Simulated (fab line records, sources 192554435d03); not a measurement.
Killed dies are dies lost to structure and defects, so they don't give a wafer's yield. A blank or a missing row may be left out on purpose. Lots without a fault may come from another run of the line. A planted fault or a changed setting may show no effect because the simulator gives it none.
Chamber matching | flow n5_finfet | N5_FIN_CUT_CUT_ETCH_15 on rie_si-04: 4 sister chambers
The step etches Si in HBr/Cl2/O2, target depth 100 nm, bt time 10 s, time 42.4 s. 4 wafers are shown with their chamber, then 7 later ones without.

WAFERS WITH THEIR CHAMBER
wafer  | chamber | drypump_motor_current_A (A)
L908.1 | 2       | 5.1
L924.5 | 0       | 6.3
L925.3 | 1       | 6.6
L925.5 | 3       | 5.0

WAFERS WITHOUT THEIR CHAMBER
wafer  | drypump_motor_current_A (A)
L925.6 | 5.2
L927.2 | 5.1
L927.5 | 5.1
L927.6 | 6.6
L928.1 | 6.5
L928.2 | 6.3
L928.3 | 5.1

WHICH CHAMBER EACH WENT THROUGH
wafer  | from the rows above     | in truth
L925.6 | can't be placed: 2 or 3 | 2
L927.2 | can't be placed: 2 or 3 | 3
L927.5 | can't be placed: 2 or 3 | 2
L927.6 | 1                       | 1
L928.1 | can't be placed: 1 or 0 | 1
L928.2 | 0                       | 0
L928.3 | can't be placed: 2 or 3 | 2
Placed correctly: 2 of 7. Can't be placed from these rows: 5 (the true chamber is among the candidates in 5). Placed wrongly: 0.
How it was worked out, from the rows above alone: a wafer's distance from a chamber is the root of the sum, over the readings, of the square of ((its reading less the chamber's mean) divided by the reading's scatter). The wafer belongs to the nearest chamber; if the next one is less than 2 further off, it can't be placed. A chamber's mean is the mean of its shown wafers. The scatter: with one shown wafer a chamber, the root of the mean of the squares of how far each hidden wafer lies from its nearest shown one.
